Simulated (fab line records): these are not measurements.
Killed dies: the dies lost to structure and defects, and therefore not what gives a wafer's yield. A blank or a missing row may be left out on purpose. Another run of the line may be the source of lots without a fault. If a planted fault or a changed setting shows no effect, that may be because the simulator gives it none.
Which tool was responsible? ; flow nand_harc ; Sampling: 14 lots, 42 wafers, 6 of 1302 route steps

WHAT EACH GAUGE READ, for each wafer
NHARC_A_M0_CD_MEAS_09 targets a cd of 80 nm. Usual: cd_nm at 80.4 nm, with a standard deviation of 0.58.
lot;measured;on;cd_nm (nm);flag
L507;day 23 09:44;cd_sem-01;80.9 80.6 80.4;
L508;day 23 09:54;cd_sem-01;79.6 80.6 79.7;
L510;day 24 19:31;cd_sem-02;80.9 81.6 80.8;
L514;day 25 20:31;cd_sem-03;79.7 79.9 79.4;
L513;day 25 21:50;cd_sem-02;79.8 81.0 80.3;
L515;day 26 02:00;cd_sem-03;81.1 80.5 79.9;
L520;day 28 02:11;cd_sem-01;79.9 81.3 79.5;
L518;day 28 04:58;cd_sem-02;98.8 99.7 100.1;OFF
L521;day 29 00:59;cd_sem-02;95.8 94.9 95.5;OFF
L526;day 30 06:23;cd_sem-01;80.3 80.6 80.4;
L525;day 30 08:55;cd_sem-03;79.4 80.4 78.8;
L529;day 32 08:02;cd_sem-01;79.7 80.0 79.1;
L530;day 32 12:16;cd_sem-02;81.0 80.0 79.6;
L528;day 32 12:56;cd_sem-01;81.1 80.5 80.2;

NHARC_A_M0_CD_MEAS_16. Usual: cd_nm at 80.4 nm, with a standard deviation of 0.81.
lot;measured;on;cd_nm (nm);flag
L507;day 23 10:13;cd_sem-02;81.1 81.1 81.2;
L508;day 23 10:23;cd_sem-03;79.3 81.6 79.9;
L510;day 24 20:01;cd_sem-02;82.0 81.6 81.2;
L514;day 25 20:59;cd_sem-03;80.6 80.3 79.5;
L513;day 25 22:19;cd_sem-03;79.8 80.7 80.2;
L515;day 26 02:29;cd_sem-03;81.1 81.4 79.7;
L520;day 28 02:40;cd_sem-01;79.9 80.4 79.9;
L518;day 28 05:28;cd_sem-02;99.3 100.2 99.9;OFF
L521;day 29 01:28;cd_sem-02;95.5 95.1 95.4;OFF
L526;day 30 06:52;cd_sem-01;81.1 80.4 79.3;
L525;day 30 09:25;cd_sem-02;78.9 80.0 79.4;
L529;day 32 08:31;cd_sem-02;79.7 81.3 80.2;
L530;day 32 12:47;cd_sem-01;79.9 78.8 79.9;
L528;day 32 13:28;cd_sem-02;80.9 80.9 81.3;

WHICH TOOL RAN EACH LOT (tool, then ch and the chambers of the sampled wafers, then the start)
lot;NHARC_A_BLC_ETCH_18;NHARC_A_BLC_STRIP_21;NHARC_A_M0_PEB_07;NHARC_A_M0_ETCH_15
L507;rie_diel-12 ch 1,3, day 23 06:17 or earlier;rie_diel-03 ch 0,2,3, day 23 06:17;litho_track-06 ch 0, day 23 09:40;rie_diel-06 ch 0,2,3, day 23 10:13 or earlier
L508;rie_diel-03 ch 0,3, day 23 06:53 or earlier;rie_diel-03 ch 0,1,3, day 23 06:53;litho_track-01 ch 0, day 23 09:49;rie_diel-13 ch 0,1,3, day 23 10:23 or earlier
L510;rie_diel-03 ch 0,2, day 24 16:43 or earlier;rie_diel-03 ch 0,1,2, day 24 16:43;litho_track-06 ch 0, day 24 19:26;rie_diel-13 ch 0,1,3, day 24 20:01 or earlier
L514;rie_diel-07 ch 1,2,3, day 25 17:49 or earlier;rie_diel-03 ch 1,2,3, day 25 17:49;litho_track-01 ch 0, day 25 20:26;rie_diel-04 ch 1,2,3, day 25 20:59 or earlier
L513;rie_diel-12 ch 0,2,3, day 25 19:15 or earlier;rie_diel-03 ch 0,2,3, day 25 19:15;litho_track-04 ch 0, day 25 21:45;rie_diel-06 ch 0,2,3, day 25 22:19 or earlier
L515;rie_diel-07 ch 1,2, day 25 23:26 or earlier;rie_diel-03 ch 1,3, day 25 23:26;litho_track-06 ch 0, day 26 01:55;rie_diel-13 ch 0,1,2, day 26 02:29 or earlier
L520;rie_diel-12 ch 1,2,3, day 27 23:35 or earlier;rie_diel-03 ch 0,1,3, day 27 23:35;litho_track-06 ch 0, day 28 02:06;rie_diel-04 ch 0,1,3, day 28 02:40 or earlier
L518;rie_diel-12 ch 1,3, day 28 02:23 or earlier;rie_diel-12 ch 1,3, day 28 02:23;litho_track-06 ch 0, day 28 04:53;rie_diel-13 ch 0,1,2, day 28 05:28 or earlier
L521;rie_diel-03 ch 0,2,3, day 28 22:16 or earlier;rie_diel-07 ch 0,3, day 28 22:16;litho_track-06 ch 0, day 29 00:55;rie_diel-06 ch 1,2, day 29 01:28 or earlier
L526;rie_diel-12 ch 0,1,3, day 30 03:49 or earlier;rie_diel-12 ch 1,2,3, day 30 03:49;litho_track-04 ch 0, day 30 06:18;rie_diel-06 ch 0,2,3, day 30 06:52 or earlier
L525;rie_diel-07 ch 0,1,2, day 30 06:13 or earlier;rie_diel-07 ch 0,1,2, day 30 06:13;litho_track-01 ch 0, day 30 08:50;rie_diel-13 ch 0,1,3, day 30 09:25 or earlier
L529;rie_diel-03 ch 0,2,3, day 32 05:17 or earlier;rie_diel-12 ch 2,3, day 32 05:17;litho_track-04 ch 0, day 32 07:58;rie_diel-13 ch 0,1,2, day 32 08:31 or earlier
L530;rie_diel-03 ch 0,1, day 32 09:34 or earlier;rie_diel-07 ch 1,2, day 32 09:34;litho_track-01 ch 0, day 32 12:10;rie_diel-06 ch 1,3, day 32 12:47 or earlier
L528;rie_diel-03 ch 0,3, day 32 10:11 or earlier;rie_diel-03 ch 0,3, day 32 10:11;litho_track-01 ch 0, day 32 12:51;rie_diel-06 ch 0,1, day 32 13:28 or earlier
- NHARC_A_BLC_ETCH_18: etches the open film in C4F8/O2/Ar, target depth 910 nm.
- NHARC_A_BLC_STRIP_21: strips in O2.
- NHARC_A_M0_PEB_07: peb time 65 s.
- NHARC_A_M0_ETCH_15: etches the open film in C4F8/Ar, target depth 150 nm, overetch 15 nm, time 82.5 s.

AS READ BY THE TOOLS THEMSELVES (means over the sampled wafers that have a number; for cases with no such wafer, the mark the record gives instead)
NHARC_A_BLC_ETCH_18. Usual: oes_product_au 0.948 a.u., standard deviation 0.022; rf_fwd_power_W 599.1 W, standard deviation 1.9; rf_vpp_V 978 V, standard deviation 5.9.
lot;tool;oes_product_au (a.u.);rf_fwd_power_W (W);rf_vpp_V (V);flag
L507;rie_diel-12;0.932;600.5;985;
L508;rie_diel-03;0.969;599.1;982;
L510;rie_diel-03;0.928;596.8;977;
L514;rie_diel-07;0.947;599.0;981;
L513;rie_diel-12;0.965;598.9;980;
L515;rie_diel-07;0.932;598.1;985;
L520;rie_diel-12;0.967;599.0;980;
L518;rie_diel-12;0.967;599.5;982;
L521;rie_diel-03;0.918;599.8;978;
L526;rie_diel-12;0.970;599.6;982;
L525;rie_diel-07;0.965;599.2;985;
L529;rie_diel-03;0.956;597.7;979;
L530;rie_diel-03;0.917;599.1;978;
L528;rie_diel-03;0.918;598.8;981;

NHARC_A_BLC_STRIP_21. Usual: drypump_motor_current_A 5.6 A, standard deviation 0.43; oes_product_au 0.997 a.u., standard deviation 0.012; rf_vpp_V 57.8 V, standard deviation 0.93; showerhead_plenum_p_Torr 3.54 Torr, standard deviation 0.14; throttle_valve_pct 17.036 %, standard deviation 0.0081.
lot;tool;drypump_motor_current_A (A);oes_product_au (a.u.);rf_vpp_V (V);showerhead_plenum_p_Torr (Torr);throttle_valve_pct (%);flag
L507;rie_diel-03;5.9;1.000;58.2;3.53;17.037;
L508;rie_diel-03;5.8;0.994;58.1;3.55;17.034;
L510;rie_diel-03;6.0;0.989;58.2;3.46;17.035;
L514;rie_diel-03;6.1;1.000;57.7;3.47;17.032;
L513;rie_diel-03;5.8;0.996;57.8;3.53;17.031;
L515;rie_diel-03;6.0;1.002;57.8;3.49;17.041;
L520;rie_diel-03;5.7;0.992;57.3;3.54;17.041;
L518;rie_diel-12;5.4;1.012;58.2;3.64;17.037;
L521;rie_diel-07;5.8;0.989;58.2;3.66;17.038;
L526;rie_diel-12;5.3;1.006;57.7;3.57;17.038;
L525;rie_diel-07;5.8;1.000;57.8;3.71;17.040;
L529;rie_diel-12;5.3;0.991;57.1;3.64;17.029;
L530;rie_diel-07;5.6;0.984;58.4;3.62;17.035;
L528;rie_diel-03;5.6;0.996;58.7;3.61;17.036;

NHARC_A_M0_PEB_07. Usual: heater_power_total_W 156.6 W, standard deviation 0.4; plate_temp_C 99.99 C, standard deviation 0.13.
lot;tool;heater_power_total_W (W);plate_temp_C (C);flag
L507;litho_track-06;156.4;99.75;
L508;litho_track-01;156.4;99.96;
L510;litho_track-06;157.1;100.08;
L514;litho_track-01;156.6;100.10;
L513;litho_track-04;156.5;100.11;
L515;litho_track-06;156.6;100.08;
L520;litho_track-06;157.0;100.04;
L518;litho_track-06;168.9;105.53;OFF
L521;litho_track-06;168.7;105.64;OFF
L526;litho_track-04;156.1;100.01;
L525;litho_track-01;156.1;99.92;
L529;litho_track-04;156.4;99.99;
L530;litho_track-01;156.1;100.08;
L528;litho_track-01;156.8;100.14;

NHARC_A_M0_ETCH_15. Usual: oes_product_au 0.953 a.u., standard deviation 0.021; rf_fwd_power_W 596.0 W, standard deviation 1.9; rf_vpp_V 441.0 V, standard deviation 2.3.
lot;tool;oes_product_au (a.u.);rf_fwd_power_W (W);rf_vpp_V (V);flag
L507;rie_diel-06;0.959;597.2;441.1;
L508;rie_diel-13;0.964;596.4;441.8;
L510;rie_diel-13;0.962;596.5;440.8;
L514;rie_diel-04;0.970;595.2;441.0;
L513;rie_diel-06;0.950;597.7;441.9;
L515;rie_diel-13;0.919;597.4;439.2;
L520;rie_diel-04;0.962;595.1;441.8;
L518;rie_diel-13;0.928;596.9;439.8;
L521;rie_diel-06;0.963;596.9;440.5;
L526;rie_diel-06;0.961;595.8;441.5;
L525;rie_diel-13;0.963;596.6;441.7;
L529;rie_diel-13;0.961;594.7;439.9;
L530;rie_diel-06;0.954;596.1;441.5;
L528;rie_diel-06;0.960;595.1;441.7;

THE ANSWER, worked out from the rows above alone
Rule: a lot is off if the mean of its wafers that have a number lies more than 3 standard deviations from the usual mean. Also off: a lot with no number at a reading for which 4 or more lots have one. Where the step has rows for the other lots, those lots are counted as sound. Order of review: gauges by route order, followed by the tools' own readings, for which a lot's mean as printed above is used. At the first step where some lot is off, the reading lying furthest off is the one used; lots without a number count as furthest.
Off: L518, L521 (NHARC_A_M0_CD_MEAS_09, cd_nm).
If a tool, at a process step before that reading, ran all the lots that are off and no sound lot after the first of them, it fits. The gauges at NHARC_A_M0_CD_MEAS_09 aren't tried: what is off there is off at NHARC_A_M0_PEB_07 too, on other tools, and a gauge's error can't cause that. With no start given for some of its lots, NHARC_A_BLC_ETCH_18 uses the hours and lot order of NHARC_A_BLC_STRIP_21. One candidate fits, namely litho_track-06 at NHARC_A_M0_PEB_07. A fault onset in the window from L520 (day 28 02:06, its last sound lot) to L518 (day 28 04:53, its first lot off) fits.
The tool's own readings at NHARC_A_M0_PEB_07 bear it out: on the lots that are off they differ by more than 5 times the standard deviation of the sound lots' means. heater_power_total_W reads 168.8 W there against 156.5 W on the sound lots; plate_temp_C reads 105.59 C there against 100.02 C on the sound lots.

WHAT THE SIMULATOR HAD PUT IN
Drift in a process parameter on litho_track-06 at NHARC_A_M0_PEB_07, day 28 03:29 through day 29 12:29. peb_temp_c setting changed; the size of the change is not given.
Lots struck among those shown: L518, L521. The rule above found the same.
